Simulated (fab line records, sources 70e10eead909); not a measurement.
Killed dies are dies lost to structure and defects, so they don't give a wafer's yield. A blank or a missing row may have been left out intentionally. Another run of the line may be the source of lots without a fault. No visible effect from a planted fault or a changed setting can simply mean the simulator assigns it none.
fab line records ; flow nand_harc
[record] lots = 6; wafers = 18; last_day = 32
route steps=1302 shown A_M0@1148 A_M1@1169 END@1302
lots that met no fault: from a run of the same line without faults
start_h: hours from the record's opening day to when the first of the lot's shown wafers began ; wait_h: time in hours since the lot's previous step ; " repeats the value in the row above ; L1.1+2: a row that stands for several wafers ; - no value, or no start given ; * or withheld: withheld ; < > ~ a bound
route shown NAME@n: NAME is a module with steps in the file, n the number in the route of the first one ; usual: mean and standard deviation over wafers with no fault ; same: alike in all rows ; chamber/n: place in a boat ; sites: readings site by site ; _std_site: the standard deviation of these ; _edge_site: the outer-site mean with the inner-site mean subtracted ; radius_mm: how far each site lies from the wafer's centre ; mask NAME#n: copy n ; behind: the most recent tool/chamber to have shaped the wafer ; hold: why the lot was held/for how many hours/how that ended ; device: the n, p or np transistor that did not switch ; end of line: the route-end tests of the same wafers ; step lacking rows: just its recipe ; killed: not the wafer's yield, but the dies lost to structure and defects at the first sort ; map: the dies of a wafer, with x for killed, . for not killed, _ for no die there
set.NAME: the setting that was run; set.NAME@STEP: the one run at that earlier step ; model.NAME: the simulator's own value behind a step, which no gauge read
lots at selected steps of the route; one table per step, one row per wafer
services: the hour from which a tool's chamber was out of use, counted from the record's first day as start_h (under 0 if before that day), plus the number of hours and why
[[steps]]
[step NHARC_A_M0_OVL_MEAS_10]
[recipe] pitch_nm = 160
[usual] overlay_x_nm = 0.2/0.87; overlay_y_nm = -0.1/0.72
lot.wafer;tool;chamber;start_h;wait_h;overlay_x_nm;overlay_y_nm
L602.1;overlay-02;-;588.78;-;-1.4;-0.5
L602.2;overlay-02;-;588.78;-;-0.7;-1.1
L602.4;overlay-02;-;588.78;-;0.2;-0.3
L604.1;overlay-02;-;599.45;-;-0.5;-0.8
L604.2;overlay-02;-;599.45;-;-0.1;-0.4
L604.6;overlay-02;-;599.45;-;-0.2;-0.7
L606.2;overlay-02;-;636.23;-;-0.4;0.3
L606.3;overlay-02;-;636.23;-;-0.1;-0.1
L606.6;overlay-02;-;636.23;-;0.1;0.1
L614.1;overlay-01;-;666.96;-;-0.7;0.5
L614.4;overlay-01;-;666.96;-;0.0;0.2
L614.6;overlay-01;-;666.96;-;-0.9;-0.2
L613.1;overlay-01;-;676.79;-;1.7;0.0
L613.3;overlay-01;-;676.79;-;1.4;0.5
L613.6;overlay-01;-;676.79;-;1.5;0.2
L619.1;overlay-01;-;736.21;-;0.4;0.7
L619.4;overlay-01;-;736.21;-;0.3;1.1
L619.6;overlay-01;-;736.21;-;0.5;1.3
[step NHARC_A_M0_INSPECT_11]
[usual] raw_defect_count = 92/43
lot.wafer;tool;chamber;start_h;wait_h;raw_defect_count
L602.1;defect_inspect-02;-;588.82;0.0;155
L602.2;defect_inspect-02;-;588.82;0.0;166
L602.4;defect_inspect-02;-;588.82;0.0;166
L604.1;defect_inspect-02;-;599.49;0.0;54
L604.2;defect_inspect-02;-;599.49;0.0;72
L604.6;defect_inspect-02;-;599.49;0.0;67
L606.2;defect_inspect-01;-;636.27;0.0;91
L606.3;defect_inspect-01;-;636.27;0.0;97
L606.6;defect_inspect-01;-;636.27;0.0;81
L614.1;defect_inspect-02;-;667.00;0.0;104
L614.4;defect_inspect-02;-;667.00;0.0;97
L614.6;defect_inspect-02;-;667.00;0.0;123
L613.1;defect_inspect-01;-;676.83;0.0;133
L613.3;defect_inspect-01;-;676.83;0.0;109
L613.6;defect_inspect-01;-;676.83;0.0;112
L619.1;defect_inspect-02;-;736.25;0.0;48
L619.4;defect_inspect-02;-;736.25;0.0;32
L619.6;defect_inspect-02;-;736.25;0.0;44
[step NHARC_A_M0_DESCUM_14]
[recipe] time_s = 3; o2_flow_sccm = 200; ar_flow_sccm = 0; bias_power_w = 0; chemistry = O2
[step NHARC_A_M0_ETCH_34]
[recipe] target_depth_a = 400; overetch_a = 120; time_s = 43.94; ion_energy_ev = 200; n2_flow_sccm = 150; h2_flow_sccm = 150; ar_flow_sccm = 0; rf_w = 400; bias_w = 150; chemistry = N2/H2
[step NHARC_A_M0_ETCH_15]
[recipe] target_depth_a = 1500; overetch_a = 150; time_s = 82.5; c4f8_flow_sccm = withheld; ar_flow_sccm = 400; rf_w = 600; bias_w = 300; chemistry = C4F8/Ar
[step NHARC_A_M0_CD_MEAS_16]
[usual] cd_nm = 80.0/0.76
lot.wafer;tool;chamber;start_h;wait_h;cd_nm
L602.1;cd_sem-02;-;589.18;-;80.3
L602.2;cd_sem-02;-;589.18;-;79.4
L602.4;cd_sem-02;-;589.18;-;79.7
L604.1;cd_sem-03;-;599.85;-;80.3
L604.2;cd_sem-03;-;599.85;-;79.8
L604.6;cd_sem-03;-;599.85;-;81.0
L606.2;cd_sem-02;-;636.68;-;78.4
L606.3;cd_sem-02;-;636.68;-;79.3
L606.6;cd_sem-02;-;636.68;-;79.3
L614.1;cd_sem-02;-;667.35;-;80.5
L614.4;cd_sem-02;-;667.35;-;81.1
L614.6;cd_sem-02;-;667.35;-;81.0
L613.1;cd_sem-02;-;677.19;-;80.1
L613.3;cd_sem-02;-;677.19;-;79.6
L613.6;cd_sem-02;-;677.19;-;79.8
L619.1;cd_sem-02;-;736.62;-;80.2
L619.4;cd_sem-02;-;736.62;-;80.0
L619.6;cd_sem-02;-;736.62;-;79.5
[step NHARC_A_M0_STRIP_18]
[recipe] power_w = 1000; n2_flow_sccm = 150; h2_flow_sccm = 150; ar_flow_sccm = 0; bias_w = 0; chemistry = N2/H2
[step NHARC_A_M0_STRIP_19]
[recipe] time_s = 600; temp_c = 30; chemistry = post_etch_residue_remover
[step NHARC_A_M0_DEGAS_28]
[recipe] temp_c = 250; time_s = 60
[step NHARC_A_M0_PRE_CLEAN_29]
[recipe] time_s = 30; temp_c = 280; gas = H2/He
[step NHARC_A_M0_PVD_20]
[recipe] target_thk_a = 50; bias_v = 168.6; power_w = 15000; chamber_pressure_pa = 0.12; time_s = 8.06; substrate_temp_c = 50; material = TaN
[step NHARC_A_M0_PVD_21]
[recipe] target_thk_a = 300; chamber_pressure_pa = 5; power_w = 5000; substrate_temp_c = 30; time_s = 20.49; material = Cu
[step NHARC_A_M0_ECD_22]
[recipe] target_thk_a = 4000; bath_temp_c = 25; material = Cu
lot.wafer;tool;chamber;start_h;wait_h
L602.2+1+4;ecd_cu-02;1,0,0;590.21;-
L604.1+2+6;ecd_cu-01;0,1,0;600.98;-
L606.2+3+6;ecd_cu-01;0,1,0;637.71;-
L614.1+4+6;ecd_cu-02;0,1,0;668.39;-
L613.1+3+6;ecd_cu-02;1,0,1;678.16;-
L619.1+4+6;ecd_cu-01;1,1,0;737.65;-
[step NHARC_A_M0_ANNEAL_30]
[recipe] temp_c = 225; time_s = 90
[step NHARC_A_M0_CMP_23]
[recipe] t_overpolish_s = 20; target_thk_nm = 113.75
[step NHARC_A_M0_THK_MEAS_24]
[recipe] thk_meas_gauge = xrf
[usual] thk_nm = 113.2/1.4
lot.wafer;tool;chamber;start_h;wait_h;thk_nm
L602.1;film_metro-02;-;591.31;-;110.8
L602.2;film_metro-02;-;591.31;-;112.1
L602.4;film_metro-02;-;591.31;-;111.5
L604.1;film_metro-02;-;602.01;-;113.4
L604.2;film_metro-02;-;602.01;-;113.7
L604.6;film_metro-02;-;602.01;-;114.5
L606.2;film_metro-01;-;638.72;-;113.3
L606.3;film_metro-01;-;638.72;-;115.4
L606.6;film_metro-01;-;638.72;-;111.8
L614.1;film_metro-01;-;669.38;-;112.2
L614.4;film_metro-01;-;669.38;-;112.7
L614.6;film_metro-01;-;669.38;-;112.4
L613.1;film_metro-01;-;679.20;-;111.5
L613.3;film_metro-01;-;679.20;-;110.4
L613.6;film_metro-01;-;679.20;-;112.8
L619.1;film_metro-01;-;738.64;-;113.1
L619.4;film_metro-01;-;738.64;-;113.0
L619.6;film_metro-01;-;738.64;-;114.8
[step NHARC_A_M0_SRD_25]
[step NHARC_A_M0_PRE_CLEAN_31]
[recipe] time_s = 12; temp_c = 370; rf_power_w = 300; gas = NH3
[step NHARC_A_M0_DEP_32]
[recipe] target_thk_a = 300; temp_c = 370; target_thk_nm = 30; pressure_torr = 3; flow_sccm = 200; rf_w = 450; material = SiCN
[usual] heater_power_w = 592/110
lot.wafer;tool;chamber;start_h;wait_h;heater_power_w
L602.1;pecvd-04;0;591.66;0.1;585
L602.2;pecvd-04;1;591.66;0.1;338
L602.4;pecvd-04;2;591.66;0.1;614
L604.2;pecvd-03;2;602.32;0.1;675
L604.1;pecvd-03;1;602.32;0.1;561
L604.6;pecvd-03;1;602.32;0.1;555
L606.3;pecvd-03;0;639.02;0.1;677
L606.2;pecvd-03;2;639.02;0.1;716
L606.6;pecvd-03;0;639.02;0.1;651
L614.1;pecvd-01;2;669.72;0.1;568
L614.4;pecvd-01;2;669.72;0.1;552
L614.6;pecvd-01;0;669.72;0.1;686
L613.3;pecvd-04;2;679.50;0.1;580
L613.1;pecvd-04;0;679.50;0.1;490
L613.6;pecvd-04;2;679.50;0.1;586
L619.1;pecvd-01;0;739.05;0.1;675
L619.4;pecvd-01;0;739.05;0.1;669
L619.6;pecvd-01;0;739.05;0.1;674
[step NHARC_A_M1_DEP_00]
[recipe] target_thk_a = 1825; target_thk_nm = 182.5; temp_c = withheld; pressure_torr = 5; flow_sccm = 200; rf_w = 600; material = SiOC
[step NHARC_A_M1_DEHYDRATE_01]
[recipe] temp_c = 150; time_s = 120
[step NHARC_A_M1_HMDS_02]
[recipe] time_s = 30
[step NHARC_A_M1_COAT_34]
[recipe] temp_c = 200; time_s = 65
[step NHARC_A_M1_COAT_03]
[recipe] spin_rpm = 1500; resist_thk_nm = 90
[step NHARC_A_M1_SOFTBAKE_04]
[recipe] temp_c = 105; time_s = 55
[step NHARC_A_M1_EBR_05]
[step NHARC_A_M1_EXPOSE_06]
[recipe] na = 1.35; target_cd_nm = 120; dose_mj = 75.13; mask_id = A_M1
[step NHARC_A_M1_PEB_07]
[recipe] peb_temp_c = 100; peb_time_s = 65
[step NHARC_A_M1_DEVELOP_08]
[recipe] develop_time_s = 35; dev_temp_c = 23
[step NHARC_A_M1_CD_MEAS_09]
[recipe] target_cd_nm = 120; landing_energy_ev = 500
[usual] cd_nm = 120.1/0.54
[same] landing_energy_ev = 500
lot.wafer;tool;chamber;start_h;wait_h;cd_nm
L602.1;cd_sem-01;0;592.94;-;120.1
L602.2;cd_sem-01;0;592.94;-;119.5
L602.4;cd_sem-01;0;592.94;-;119.7
L604.1;cd_sem-02;0;603.43;-;119.8
L604.2;cd_sem-02;0;603.43;-;119.8
L604.6;cd_sem-02;0;603.43;-;119.7
L606.2;cd_sem-02;0;640.25;-;120.5
L606.3;cd_sem-02;0;640.25;-;120.7
L606.6;cd_sem-02;0;640.25;-;120.9
L614.1;cd_sem-03;0;670.97;-;120.6
L614.4;cd_sem-03;0;670.97;-;120.7
L614.6;cd_sem-03;0;670.97;-;120.7
L613.1;cd_sem-03;0;680.60;-;120.1
L613.3;cd_sem-03;0;680.60;-;119.9
L613.6;cd_sem-03;0;680.60;-;120.2
L619.1;cd_sem-03;0;740.23;-;120.2
L619.4;cd_sem-03;0;740.23;-;120.6
L619.6;cd_sem-03;0;740.23;-;120.3
[step NHARC_A_M1_OVL_MEAS_10]
[recipe] pitch_nm = 240
[usual] overlay_x_nm = -0.1/0.89; overlay_y_nm = 0.1/0.69
lot.wafer;tool;chamber;start_h;wait_h;overlay_x_nm;overlay_y_nm
L602.1;overlay-02;-;593.03;-;0.0;0.4
L602.2;overlay-02;-;593.03;-;-0.5;-0.5
L602.4;overlay-02;-;593.03;-;-0.2;0.4
L604.1;overlay-01;-;603.52;-;0.0;0.1
L604.2;overlay-01;-;603.52;-;0.4;0.2
L604.6;overlay-01;-;603.52;-;-0.3;0.5
L606.2;overlay-02;-;640.34;-;-0.2;0.6
L606.3;overlay-02;-;640.34;-;-0.2;1.5
L606.6;overlay-02;-;640.34;-;-0.6;1.6
L614.1;overlay-01;-;671.06;-;0.2;0.3
L614.4;overlay-01;-;671.06;-;0.1;0.4
L614.6;overlay-01;-;671.06;-;0.7;0.0
L613.1;overlay-01;-;680.69;-;-1.0;0.6
L613.3;overlay-01;-;680.69;-;-0.7;0.5
L613.6;overlay-01;-;680.69;-;-0.8;0.5
L619.1;overlay-02;-;740.32;-;-0.9;0.3
L619.4;overlay-02;-;740.32;-;-1.5;0.7
L619.6;overlay-02;-;740.32;-;-1.7;-0.3
[step NHARC_A_M1_DESCUM_14]
[recipe] time_s = 3; o2_flow_sccm = 200; ar_flow_sccm = 0; bias_power_w = 0; chemistry = O2
[usual] drypump_motor_current_A = 5.9/0.53; oes_product_au = 1.000/0.008; rf_vpp_V = 57.7/0.96; showerhead_plenum_p_Torr = 1.89/0.086; throttle_valve_pct = 11.311/0.0095
lot.wafer;tool;chamber;start_h;wait_h;drypump_motor_current_A;oes_product_au;rf_hours_counter_h;rf_vpp_V;showerhead_plenum_p_Torr;throttle_valve_pct
L602.2;rie_diel-09;2;593.13;0.1;5.9;1.004;6.4;56.7;1.91;11.310
L602.1;rie_diel-09;0;593.13;0.1;5.0;1.012;6.0;57.3;1.83;11.322
L602.4;rie_diel-09;1;593.13;0.1;6.2;0.992;6.7;57.7;2.05;11.313
L604.2;rie_diel-08;2;603.63;0.1;5.9;0.994;1.0;58.6;1.89;11.319
L604.1;rie_diel-08;3;603.63;0.1;6.2;0.999;1.1;56.9;1.83;11.323
L604.6;rie_diel-08;2;603.63;0.1;5.9;1.003;-;57.1;1.89;11.316
L606.2;rie_diel-06;0;640.43;0.1;5.8;0.996;6.3;58.2;1.99;11.304
L606.3;rie_diel-06;3;640.43;0.1;6.5;0.997;6.1;55.6;1.80;11.312
L606.6;rie_diel-06;0;640.43;0.1;5.8;1.008;-;58.7;1.99;11.309
L614.1;rie_diel-09;0;671.17;0.1;5.0;1.012;10.3;57.4;1.83;11.309
L614.4;rie_diel-09;2;671.17;0.1;5.9;0.997;10.0;58.6;1.90;11.310
L614.6;rie_diel-09;3;671.17;0.1;4.9;1.006;-;57.5;1.83;11.292
L613.3;rie_diel-06;3;680.79;0.1;6.5;0.989;1.1;57.4;1.80;11.300
L613.1;rie_diel-06;1;680.79;0.1;5.9;1.001;0.8;57.5;1.95;11.311
L613.6;rie_diel-06;3;680.79;0.1;6.5;0.987;-;57.8;1.80;11.316
L619.1;rie_diel-08;0;740.42;0.1;5.6;0.986;0.1;58.0;1.99;11.324
L619.4;rie_diel-08;1;740.42;0.1;6.1;0.998;0.1;55.4;1.83;11.307
L619.6;rie_diel-08;0;740.42;0.1;5.6;0.997;-;56.6;1.99;11.315
[step NHARC_A_M1_ETCH_35]
[recipe] target_depth_a = 400; overetch_a = 120; time_s = 43.94; ion_energy_ev = 200; n2_flow_sccm = 150; h2_flow_sccm = 150; ar_flow_sccm = 0; rf_w = 400; bias_w = 150; chemistry = N2/H2
[usual] drypump_motor_current_A = 5.9/0.52; oes_product_au = 1.000/0.0088; rf_vpp_V = 429.9/2.7; showerhead_plenum_p_Torr = 2.02/0.094; throttle_valve_pct = 14.171/0.0092
lot.wafer;tool;chamber;start_h;wait_h;drypump_motor_current_A;oes_product_au;rf_hours_counter_h;rf_vpp_V;showerhead_plenum_p_Torr;throttle_valve_pct
L602.1;rie_diel-09;0;593.22;0.1;5.0;1.016;6.0;427.8;1.95;14.162
L602.2;rie_diel-09;1;593.22;0.1;6.2;1.005;6.7;435.3;2.19;14.181
L602.4;rie_diel-09;2;593.22;0.1;5.9;1.001;6.4;429.7;2.03;14.168
L604.1;rie_diel-08;2;603.70;0.1;5.9;1.000;1.0;430.2;2.01;14.171
L604.2;rie_diel-08;1;603.70;0.1;6.1;1.008;0.9;425.5;1.95;14.173
L604.6;rie_diel-08;2;603.70;0.1;6.0;0.993;-;430.3;2.01;14.173
L606.3;rie_diel-06;0;640.52;0.1;5.8;1.000;6.3;433.7;2.12;14.170
L606.2;rie_diel-06;2;640.52;0.1;6.6;1.011;5.5;426.8;1.90;14.150
L606.6;rie_diel-06;1;640.52;0.1;5.9;1.005;-;432.0;2.08;14.183
L614.4;rie_diel-09;0;671.25;0.1;5.0;1.001;10.3;428.2;1.95;14.156
L614.1;rie_diel-09;1;671.25;0.1;6.2;0.994;10.6;433.9;2.19;14.168
L614.6;rie_diel-09;1;671.25;0.1;6.2;0.998;-;432.5;2.19;14.180
L613.3;rie_diel-06;3;680.88;0.1;6.5;0.978;1.1;425.8;1.92;14.180
L613.1;rie_diel-06;2;680.88;0.1;6.6;0.993;0.7;426.1;1.90;14.152
L613.6;rie_diel-06;0;680.88;0.1;5.8;0.994;-;431.9;2.12;14.166
L619.1;rie_diel-08;2;740.53;0.1;5.9;0.999;0.1;429.0;2.01;14.164
L619.4;rie_diel-08;0;740.53;0.1;5.6;0.989;0.1;431.4;2.13;14.165
L619.6;rie_diel-08;2;740.53;0.1;5.8;0.993;-;430.5;2.01;14.185
[step NHARC_A_M1_ETCH_15]
[recipe] target_depth_a = 1825; time_s = 91.2; c4f8_flow_sccm = withheld; ar_flow_sccm = 400; rf_w = 600; bias_w = 300; chemistry = C4F8/Ar
[usual] oes_product_au = 0.957/0.02; rf_vpp_V = 440.2/2.8
lot.wafer;tool;chamber;start_h;wait_h;oes_product_au;rf_hours_counter_h;rf_vpp_V
L602.4;rie_diel-09;1;-;-;0.975;6.7;445.1
L602.2;rie_diel-09;2;-;-;0.959;6.4;439.1
L602.1;rie_diel-09;0;-;-;0.986;6.0;437.3
L604.2;rie_diel-08;0;-;-;0.916;1.0;443.7
L604.1;rie_diel-08;2;-;-;0.929;1.0;441.1
L604.6;rie_diel-08;3;-;-;0.933;-;439.2
L606.2;rie_diel-06;1;-;-;0.927;5.8;442.8
L606.3;rie_diel-06;3;-;-;0.923;6.1;437.1
L606.6;rie_diel-06;1;-;-;0.934;-;441.1
L614.4;rie_diel-09;2;-;-;0.983;10.0;442.1
L614.1;rie_diel-09;3;-;-;0.975;10.5;438.7
L614.6;rie_diel-09;1;-;-;0.977;-;443.6
L613.1;rie_diel-06;0;-;-;0.953;1.2;443.5
L613.3;rie_diel-06;1;-;-;0.976;0.8;441.5
L613.6;rie_diel-06;3;-;-;0.956;-;436.9
L619.1;rie_diel-08;0;-;-;0.939;0.2;443.7
L619.4;rie_diel-08;3;-;-;0.966;0.1;437.4
L619.6;rie_diel-08;1;-;-;0.937;-;437.0
[step NHARC_A_M1_CD_MEAS_16]
[usual] cd_nm = 120.1/0.66
lot.wafer;tool;chamber;start_h;wait_h;cd_nm
L602.1;cd_sem-03;-;593.43;-;120.3
L602.2;cd_sem-03;-;593.43;-;118.5
L602.4;cd_sem-03;-;593.43;-;119.8
L604.1;cd_sem-03;-;603.92;-;119.6
L604.2;cd_sem-03;-;603.92;-;119.3
L604.6;cd_sem-03;-;603.92;-;119.2
L606.2;cd_sem-03;-;640.74;-;120.4
L606.3;cd_sem-03;-;640.74;-;121.0
L606.6;cd_sem-03;-;640.74;-;121.3
L614.1;cd_sem-02;-;671.47;-;120.8
L614.4;cd_sem-02;-;671.47;-;120.9
L614.6;cd_sem-02;-;671.47;-;120.8
L613.1;cd_sem-03;-;681.09;-;120.6
L613.3;cd_sem-03;-;681.09;-;119.6
L613.6;cd_sem-03;-;681.09;-;120.2
L619.1;cd_sem-01;-;740.75;-;120.3
L619.4;cd_sem-01;-;740.75;-;121.0
L619.6;cd_sem-01;-;740.75;-;119.5
[step NHARC_A_M1_STRIP_18]
[recipe] power_w = 1000; n2_flow_sccm = 150; h2_flow_sccm = 150; ar_flow_sccm = 0; bias_w = 0; chemistry = N2/H2
[step NHARC_A_M1_ETCH_28]
[recipe] target_depth_a = 300; over_etch_frac = 0.3; time_s = 72.99; ion_energy_ev = 150; cf4_flow_sccm = 50; n2_flow_sccm = 100; ar_flow_sccm = 150; rf_w = 300; bias_w = 100; chemistry = CF4/N2
[usual] drypump_motor_current_A = 5.9/0.48; oes_product_au = 0.999/0.0095; rf_vpp_V = 313.8/2.1; showerhead_plenum_p_Torr = 2.60/0.11; throttle_valve_pct = 19.794/0.0089
lot.wafer;tool;chamber;start_h;wait_h;drypump_motor_current_A;oes_product_au;rf_hours_counter_h;rf_vpp_V;showerhead_plenum_p_Torr;throttle_valve_pct
L602.1;rie_diel-09;1;-;-;6.2;1.005;6.8;317.7;2.81;19.800
L602.2;rie_diel-09;2;-;-;5.9;1.003;6.5;313.8;2.61;19.801
L602.4;rie_diel-09;3;-;-;4.9;1.010;6.6;313.1;2.52;19.807
L604.1;rie_diel-06;3;-;-;6.5;0.992;5.0;311.2;2.48;19.807
L604.2;rie_diel-06;0;-;-;5.8;1.003;5.2;315.3;2.72;19.818
L604.6;rie_diel-06;1;-;-;5.9;0.991;-;312.9;2.67;19.796
L606.3;rie_diel-08;1;-;-;6.1;1.006;1.5;310.5;2.52;19.805
L606.2;rie_diel-08;2;-;-;5.9;1.006;1.6;313.2;2.59;19.799
L606.6;rie_diel-08;1;-;-;6.1;1.004;-;312.4;2.52;19.798
L614.1;rie_diel-08;2;-;-;5.9;0.988;2.0;315.1;2.59;19.815
L614.4;rie_diel-08;3;-;-;6.2;1.008;2.2;312.0;2.52;19.785
L614.6;rie_diel-08;2;-;-;5.9;0.993;-;313.8;2.59;19.791
L613.1;rie_diel-06;1;-;-;5.9;0.997;0.9;315.1;2.67;19.795
L613.3;rie_diel-06;2;-;-;6.6;0.993;0.8;311.4;2.45;19.782
L613.6;rie_diel-06;1;-;-;5.9;0.993;-;315.2;2.67;19.787
L619.1;rie_diel-06;0;-;-;5.8;1.008;6.0;315.9;2.72;19.789
L619.4;rie_diel-06;2;-;-;6.6;1.005;5.3;311.1;2.45;19.803
L619.6;rie_diel-06;0;-;-;5.8;0.995;-;315.8;2.72;19.804
[step NHARC_A_M1_STRIP_19]
[recipe] time_s = 600; temp_c = 30; chemistry = post_etch_residue_remover
[step NHARC_A_M1_DEGAS_29]
[recipe] temp_c = 250; time_s = 60
[step NHARC_END_SORT_01]
[recipe] temp_c = 25
[usual] defect_limited_yield = 91.6/2.6; killed_at_array = 51/17; killed_at_other = 1.6/2.1; killed_at_periphery = 4/3.2; killed_dies = 57/18; killed_open = 2.9/1.7; killed_short = 2.3/1.3; sort_bin_2_pct = 3.0/1.2; sort_bin_3_pct = 0.7/0.43; sort_bin_4_pct = 4.7/1.4; sort_n_pass = 620/18; sort_rim_yield_pct = 87/4.8; sort_yield_pct = 91.6/2.6
[same] gross_dies = 677; sort_bin_5_pct[%] = 0; sort_bin_6_pct[%] = 0; sort_bin_7_pct[%] = 0; sort_bin_8_pct[%] = 0; sort_rim_n_gross = 106.00
lot.wafer;tool;chamber;start_h;wait_h;defect_limited_yield[%];killed_at_array;killed_at_other;killed_at_periphery;killed_dies;killed_open;killed_short;sort_bin_2_pct[%];sort_bin_3_pct[%];sort_bin_4_pct[%];sort_n_pass;sort_rim_yield_pct[%];sort_yield_pct[%]
L602.1;prober-01;0;627.19;2.5;86.1;88;1;5;94;1;3;6.2;0.9;6.8;583;83;86.1
L602.2;prober-01;0;627.98;2.8;89.4;72;0;0;72;1;5;5.3;0.4;4.9;605;82;89.4
L602.4;prober-01;0;629.57;3.4;85.4;97;0;2;99;4;5;5.0;0.9;8.7;578;79;85.4
L604.2;prober-02;0;639.11;2.8;64.8;235;1;2;238;2;4;11.5;2.7;21.0;439;55;64.8
L606.3;prober-02;0;677.39;3.1;61.4;251;2;8;261;4;3;14.8;2.5;21.3;416;65;61.4
// killed by level:class
L602.1 A_CHANNEL_HOLE_D1:chamber_film_flake=26 A_CHANNEL_HOLE_D2:chamber_film_flake=26 A_SLIT:chamber_film_flake=19 A_CONTACT:chamber_film_flake=4 P_GATE:chamber_film_flake=3 A_ZERO_WELL:chamber_film_flake=3 A_STAIRCASE:chamber_film_flake=3 A_WL_FILL:chamber_film_flake=3
L602.2 A_CHANNEL_HOLE_D2:chamber_film_flake=22 A_SLIT:chamber_film_flake=19 A_CHANNEL_HOLE_D1:chamber_film_flake=18 A_CONTACT:chamber_film_flake=3 A_WL_FILL:geometric_particle:short=2 A_BLC:chamber_film_flake=2 A_CHANNEL_FILL_D1:geometric_particle:short=1 A_CHANNEL_HOLE_D2:geometric_particle:short=1
L602.4 A_CHANNEL_HOLE_D1:chamber_film_flake=31 A_CHANNEL_HOLE_D2:chamber_film_flake=26 A_SLIT:chamber_film_flake=22 A_CONTACT:chamber_film_flake=5 A_ZERO_WELL:chamber_film_flake=2 A_STAIRCASE:chamber_film_flake=2 P_GATE:geometric_particle:open=1 P_M1:geometric_particle:short=1
L604.2 A_M0:unspecified=192 A_CHANNEL_HOLE_D2:chamber_film_flake=28 A_CONTACT:chamber_film_flake=6 A_CHANNEL_HOLE_D1:chamber_film_flake=2 P_CONTACT:geometric_particle:short=1 A_CHANNEL_HOLE_D1:geometric_particle:short=1 A_CHANNEL_HOLE_D2:geometric_particle:short=1 A_WL_FILL:geometric_particle:open=1
L606.3 A_M0:unspecified=188 A_CHANNEL_HOLE_D1:chamber_film_flake=31 A_CHANNEL_HOLE_D2:chamber_film_flake=12 A_STAIRCASE:chamber_film_flake=6 P_CONTACT:chamber_film_flake=4 A_WL_FILL:geometric_particle:short=2 P_STI:chamber_film_flake=2 A_CONTACT:chamber_film_flake=2
// map L604.2 (x killed, . not)
____________.____________
_________x.xxxx._________
_______xxx.....xx._______
______x......x...xx______
_____..xx...x...x.x._____
____xx..x..x..x.x....____
____..........x..x.x.____
___..xxxx...x.x.x..x..___
___.xx.x...x...x..x.x.___
__....x.x....x.x...x...__
__.xxx.......x..x.x...x__
_x...x.....x.xx...xx...x_
_x...x....x......xx....x_
_....x.x....x..x...xx..._
_x.......x.x...x.xx...x._
_..x..x..x.xx.xx..x....x_
...xx..x......x.........x
..xxxx..xx.......x.xx..xx
.x.x.....x.........x.x.x.
..x....x.....xxx...x....x
x...x.....x.....xx.xx...x
_...xxx.x.x...x....x..x._
_x....x..xxx.x.x....x..._
_x..xx......xx..x......._
_.x...x.....x.......xx.x_
_..x...x.x..x.xx.x.....x_
__x.xxx.......xx.x....x__
__x...x...x........x...__
___.x..x.xxx.x....x..x___
___...x.xxxx.x..x.....___
____.x.xxxxx.x..xxx..____
____.xx..xxxx...x.x..____
_____.x.xxxx.x..xxxx_____
______.xxxxxx.xx...______
_______.xxxxxx...._______
_________xxxx.x._________
____________.____________
// map L606.3 (x killed, . not)
____________.____________
_________....x.x_________
_______..x.x..x..x_______
______.x..xxxx..xx.______
_____.....xx.xx....._____
____x..x..........xxx____
____...........xx.xx.____
___.x.x..x...x...x.x.x___
___......xx....xx.x...___
__.xxx..............xx.__
__....x...x.xxxx.x.xxx.__
_.x.....x..x.xx.....x..._
_...xxx....xx.xx.x.xxxxx_
_x..x.x.xx.x...xxx..x..x_
_........x...xx.....xx.._
_....x....x...x...xx..xx_
.........x....x.......xxx
.x.x..xxx...xx.......xx.x
x..x...x.x.x..x....x.xxx.
....xxx....xx..x.xxx.x.xx
x..xx..xx..xx....xxxx..xx
_x.xx....xxx.x..x..xxx.._
_.x...x.xxx.x.x....x.xx._
_.xx.xxx.....x..xxxxxx.._
_xx.x.x...x......x.x...._
_..x...x....x..x........_
__.x...x...x.xxxxx.....__
__..x..x..x.x.x.xx.....__
___.....x.x...x.......___
___...x...xx.xxx...xx.___
____x...xxxxx.x.....x____
____...xxxxx....xxx..____
_____xxxxxxxx.x....._____
______.xxxxxx..x...______
_______.xxxxxxx..x_______
_________xxxxx.._________
____________x____________
[[services]]
tool;chamber;start_h;hours;kind
rie_diel-06;0;566.70;-;clean
pecvd-01;-;591.97;1.1;repair
ecd_cu-02;-;596.26;8.0;pm
ecd_cu-01;-;609.85;0.3;repair
pecvd-04;-;631.45;13.0;pm
rie_diel-06;3;636.55;1.4;repair
ecd_cu-01;-;649.14;1.8;repair
pecvd-01;1;655.89;113.5;repair
rie_diel-06;-;661.20;9.0;pm
rie_diel-08;2;662.19;1.4;repair
pecvd-01;-;673.26;13.0;pm
rie_diel-09;-;674.27;9.0;pm
ecd_cu-01;-;677.66;3.2;repair
ecd_cu-02;-;689.89;0.8;repair
ecd_cu-01;-;691.47;8.0;pm
pecvd-03;1;708.17;8.9;repair
pecvd-04;-;711.98;4.5;repair
rie_diel-09;1;713.62;14.9;repair
rie_diel-08;1;715.65;2.0;repair
rie_diel-08;-;721.85;9.0;pm
pecvd-03;-;724.76;0.4;repair
ecd_cu-01;-;726.10;0.3;repair
pecvd-03;-;728.00;13.0;pm
ecd_cu-02;-;738.69;1.3;repair
[[key]]
[first_sign] step = NHARC_END_SORT_01; reading = killed_at_array; direction = up; sigmas = 11; usual = 51; struck = 243
[effect] step = NHARC_END_SORT_01; reading = defect_limited_yield; direction = down; sigmas = 11; usual = 91.6; struck = 63.1
[more_kills_born_at] NHARC_A_M0_ECD_22@ecd_cu-01 = 380
met_at NHARC_A_M0_ECD_22
struck_wafers L604.2,L606.3
[fault] kind = chamber_particle_source; tool = ecd_cu-01; chamber = 1; onset_h = 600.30; steps = NHARC_A_M0_ECD_22; rate_per_visit_cm2 = 0.38401; end_h = 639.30
